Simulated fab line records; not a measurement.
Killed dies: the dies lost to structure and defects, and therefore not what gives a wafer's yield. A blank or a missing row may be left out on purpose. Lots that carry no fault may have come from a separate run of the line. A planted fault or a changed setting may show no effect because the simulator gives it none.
Split-lot study || flow n5_finfet || 7 lots, 21 wafers read, on a route of 1938 steps

THE SPLIT ITSELF
At N5_SD_EPI_N_COAT_33 (time 60 s, resist thk 35 nm), the setting spin_rpm was moved away from the recipe's 1500 rpm on 10 of the 21 wafers read, by -10.5% to +10.0%. All remaining wafers had this setting at the recipe value.

FROM THE SPLIT TO THE READING: what the file shows between them, 3 steps
- N5_SD_EPI_N_COAT_03: resist thk 150 nm
- N5_SD_EPI_N_EBR_05
- N5_SD_EPI_N_DESCUM_14: chemistry O2, time 7.9 s

THE READING
CAR-ArF-block_of_SD_EPI_N_COAT_03.thk_nm (the simulator's own value, which no gauge read), in nm, at N5_SD_EPI_N_ETCH_34 (etches SiARC in CF4, target depth 45.5 nm, time 75.8 s). The file gives no usual value for it. Here, 11 wafers ran the recipe; their average is 111.1 nm with a standard deviation of 0.34 nm.

{"wafer": "L078.2", "tool, chamber at the split": "litho_track-01, 0", "spin_rpm as run, rpm": 1579, "against the recipe": "+5.3%", "CAR-ArF-block_of_SD_EPI_N_COAT_03.thk_nm, nm": 111.2, "against lot-mates on the recipe": "no lot-mate on the recipe"}
{"wafer": "L078.3", "tool, chamber at the split": "litho_track-01, 0", "spin_rpm as run, rpm": 1579, "against the recipe": "+5.3%", "CAR-ArF-block_of_SD_EPI_N_COAT_03.thk_nm, nm": 111.4, "against lot-mates on the recipe": "no lot-mate on the recipe"}
{"wafer": "L078.5", "tool, chamber at the split": "litho_track-01, 0", "spin_rpm as run, rpm": 1579, "against the recipe": "+5.3%", "CAR-ArF-block_of_SD_EPI_N_COAT_03.thk_nm, nm": 111, "against lot-mates on the recipe": "no lot-mate on the recipe"}
{"wafer": "L085.1", "tool, chamber at the split": "litho_track-03, 0", "spin_rpm as run, rpm": 1500, "against the recipe": "recipe", "CAR-ArF-block_of_SD_EPI_N_COAT_03.thk_nm, nm": 110.8, "against lot-mates on the recipe": "-"}
{"wafer": "L085.4", "tool, chamber at the split": "litho_track-03, 0", "spin_rpm as run, rpm": 1500, "against the recipe": "recipe", "CAR-ArF-block_of_SD_EPI_N_COAT_03.thk_nm, nm": 110.6, "against lot-mates on the recipe": "-"}
{"wafer": "L085.5", "tool, chamber at the split": "litho_track-03, 0", "spin_rpm as run, rpm": 1500, "against the recipe": "recipe", "CAR-ArF-block_of_SD_EPI_N_COAT_03.thk_nm, nm": 110.8, "against lot-mates on the recipe": "-"}
{"wafer": "L086.1", "tool, chamber at the split": "litho_track-01, 0", "spin_rpm as run, rpm": 1650, "against the recipe": "+10.0%", "CAR-ArF-block_of_SD_EPI_N_COAT_03.thk_nm, nm": 112, "against lot-mates on the recipe": "no lot-mate on the recipe"}
{"wafer": "L086.5", "tool, chamber at the split": "litho_track-01, 0", "spin_rpm as run, rpm": 1650, "against the recipe": "+10.0%", "CAR-ArF-block_of_SD_EPI_N_COAT_03.thk_nm, nm": 112.4, "against lot-mates on the recipe": "no lot-mate on the recipe"}
{"wafer": "L086.6", "tool, chamber at the split": "litho_track-01, 0", "spin_rpm as run, rpm": 1650, "against the recipe": "+10.0%", "CAR-ArF-block_of_SD_EPI_N_COAT_03.thk_nm, nm": 112, "against lot-mates on the recipe": "no lot-mate on the recipe"}
{"wafer": "L092.1", "tool, chamber at the split": "litho_track-05, 0", "spin_rpm as run, rpm": 1500, "against the recipe": "recipe", "CAR-ArF-block_of_SD_EPI_N_COAT_03.thk_nm, nm": 111.2, "against lot-mates on the recipe": "-"}
{"wafer": "L092.4", "tool, chamber at the split": "litho_track-05, 0", "spin_rpm as run, rpm": 1500, "against the recipe": "recipe", "CAR-ArF-block_of_SD_EPI_N_COAT_03.thk_nm, nm": 110.8, "against lot-mates on the recipe": "-"}
{"wafer": "L092.6", "tool, chamber at the split": "litho_track-05, 0", "spin_rpm as run, rpm": 1383, "against the recipe": "-7.8%", "CAR-ArF-block_of_SD_EPI_N_COAT_03.thk_nm, nm": 109.6, "against lot-mates on the recipe": -1.4}
{"wafer": "L093.2", "tool, chamber at the split": "litho_track-01, 0", "spin_rpm as run, rpm": 1581, "against the recipe": "+5.4%", "CAR-ArF-block_of_SD_EPI_N_COAT_03.thk_nm, nm": 112.2, "against lot-mates on the recipe": "+0.7"}
{"wafer": "L093.4", "tool, chamber at the split": "litho_track-01, 0", "spin_rpm as run, rpm": 1500, "against the recipe": "recipe", "CAR-ArF-block_of_SD_EPI_N_COAT_03.thk_nm, nm": 111.4, "against lot-mates on the recipe": "-"}
{"wafer": "L093.6", "tool, chamber at the split": "litho_track-01, 0", "spin_rpm as run, rpm": 1500, "against the recipe": "recipe", "CAR-ArF-block_of_SD_EPI_N_COAT_03.thk_nm, nm": 111.6, "against lot-mates on the recipe": "-"}
{"wafer": "L094.2", "tool, chamber at the split": "litho_track-05, 0", "spin_rpm as run, rpm": 1343, "against the recipe": "-10.5%", "CAR-ArF-block_of_SD_EPI_N_COAT_03.thk_nm, nm": 109.8, "against lot-mates on the recipe": -1.8}
{"wafer": "L094.3", "tool, chamber at the split": "litho_track-05, 0", "spin_rpm as run, rpm": 1500, "against the recipe": "recipe", "CAR-ArF-block_of_SD_EPI_N_COAT_03.thk_nm, nm": 111.6, "against lot-mates on the recipe": "-"}
{"wafer": "L094.6", "tool, chamber at the split": "litho_track-05, 0", "spin_rpm as run, rpm": 1343, "against the recipe": "-10.5%", "CAR-ArF-block_of_SD_EPI_N_COAT_03.thk_nm, nm": 109.2, "against lot-mates on the recipe": -2.4}
{"wafer": "L096.1", "tool, chamber at the split": "litho_track-01, 0", "spin_rpm as run, rpm": 1500, "against the recipe": "recipe", "CAR-ArF-block_of_SD_EPI_N_COAT_03.thk_nm, nm": 110.8, "against lot-mates on the recipe": "-"}
{"wafer": "L096.2", "tool, chamber at the split": "litho_track-01, 0", "spin_rpm as run, rpm": 1500, "against the recipe": "recipe", "CAR-ArF-block_of_SD_EPI_N_COAT_03.thk_nm, nm": 111.2, "against lot-mates on the recipe": "-"}
{"wafer": "L096.3", "tool, chamber at the split": "litho_track-01, 0", "spin_rpm as run, rpm": 1500, "against the recipe": "recipe", "CAR-ArF-block_of_SD_EPI_N_COAT_03.thk_nm, nm": 110.8, "against lot-mates on the recipe": "-"}

THE FIT
A straight line over all 21 wafers: CAR-ArF-block_of_SD_EPI_N_COAT_03.thk_nm changes by +0.126 nm for each +1% of spin_rpm; r = +0.89; the points scatter about the line by 0.38 nm.
The same after taking each lot's own level away (the mean of its wafers on the recipe; 15 wafers): +0.187 nm for each +1%; r = +0.97; scatter 0.2 nm.
According to that fit, moving spin_rpm by its largest amount changes the reading by 2 nm.
The span of the lots' own levels, 110.73 to 111.60 nm, comes to 2.5 times the standard deviation stated above.
So the slope is not independent of the lot-to-lot level: the two fits are not the same.
Check: with one of the wafers moved furthest among these (-10.5%) left out of the fit, the line predicts -2.1 nm for it against its lot-mates. Against them it came out at -1.8 nm.

THE OTHER SPLITS THESE WAFERS WENT THROUGH
Note: prior to the reading, these wafers also went through further splits. Each is held against what the fit with the lots' levels taken away leaves over:
{"other split on the same wafers": "N5_FIN_SAQP_HM_DEP_03 time_s", "wafers away from the commonest value": 7, "r with CAR-ArF-block_of_SD_EPI_N_COAT_03.thk_nm (lot level and that fit taken away)": -0.24}
{"other split on the same wafers": "N5_FIN_SAQP_COAT_50 spin_rpm", "wafers away from the commonest value": 8, "r with CAR-ArF-block_of_SD_EPI_N_COAT_03.thk_nm (lot level and that fit taken away)": "+0.27"}
{"other split on the same wafers": "N5_FIN_SAQP_ETCH_64 bias_w", "wafers away from the commonest value": 5, "r with CAR-ArF-block_of_SD_EPI_N_COAT_03.thk_nm (lot level and that fit taken away)": -0.07}
{"other split on the same wafers": "N5_FIN_CUT_COAT_19 spin_rpm", "wafers away from the commonest value": 4, "r with CAR-ArF-block_of_SD_EPI_N_COAT_03.thk_nm (lot level and that fit taken away)": "+0.35"}
{"other split on the same wafers": "N5_FIN_CUT_CUT_ETCH_26 time_s", "wafers away from the commonest value": 9, "r with CAR-ArF-block_of_SD_EPI_N_COAT_03.thk_nm (lot level and that fit taken away)": -0.08}
{"other split on the same wafers": "N5_FIN_CUT_CUT_ETCH_15 bias_w", "wafers away from the commonest value": "as run: not given for these wafers", "r with CAR-ArF-block_of_SD_EPI_N_COAT_03.thk_nm (lot level and that fit taken away)": "-"}

THE WHOLE CHAIN: every reading that the file lists as answering this split, in the file's order
{"step": "N5_SD_EPI_N_COAT_33", "what it does": "time 60 s, resist thk 35 nm", "reading": "SiARC_of_SD_EPI_N_COAT_33.thk_nm (the simulator's own value, which no gauge read)", "change (the file's fit)": "-0.197 nm for each +1% of the setting", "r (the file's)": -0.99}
{"step": "N5_SD_EPI_N_ETCH_34", "what it does": "etches SiARC in CF4, target depth 45.5 nm, time 75.8 s", "reading": "etch_rf_on_time_s", "change (the file's fit)": "withheld for each +1% of the setting", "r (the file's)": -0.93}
{"step": "N5_SD_EPI_N_ETCH_34", "what it does": "etches SiARC in CF4, target depth 45.5 nm, time 75.8 s", "reading": "etch.depth_nm (the simulator's own value, which no gauge read)", "change (the file's fit)": "-0.194 nm for each +1% of the setting", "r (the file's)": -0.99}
{"step": "N5_SD_EPI_N_ETCH_34", "what it does": "etches SiARC in CF4, target depth 45.5 nm, time 75.8 s", "reading": "CAR-ArF-block_of_SD_EPI_N_COAT_03.thk_nm (the simulator's own value, which no gauge read)", "change (the file's fit)": "+0.184 nm for each +1% of the setting", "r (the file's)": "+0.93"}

FILE'S OWN FIT
CAR-ArF-block_of_SD_EPI_N_COAT_03.thk_nm changes by +0.184 nm for each +1% of spin_rpm, r = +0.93.
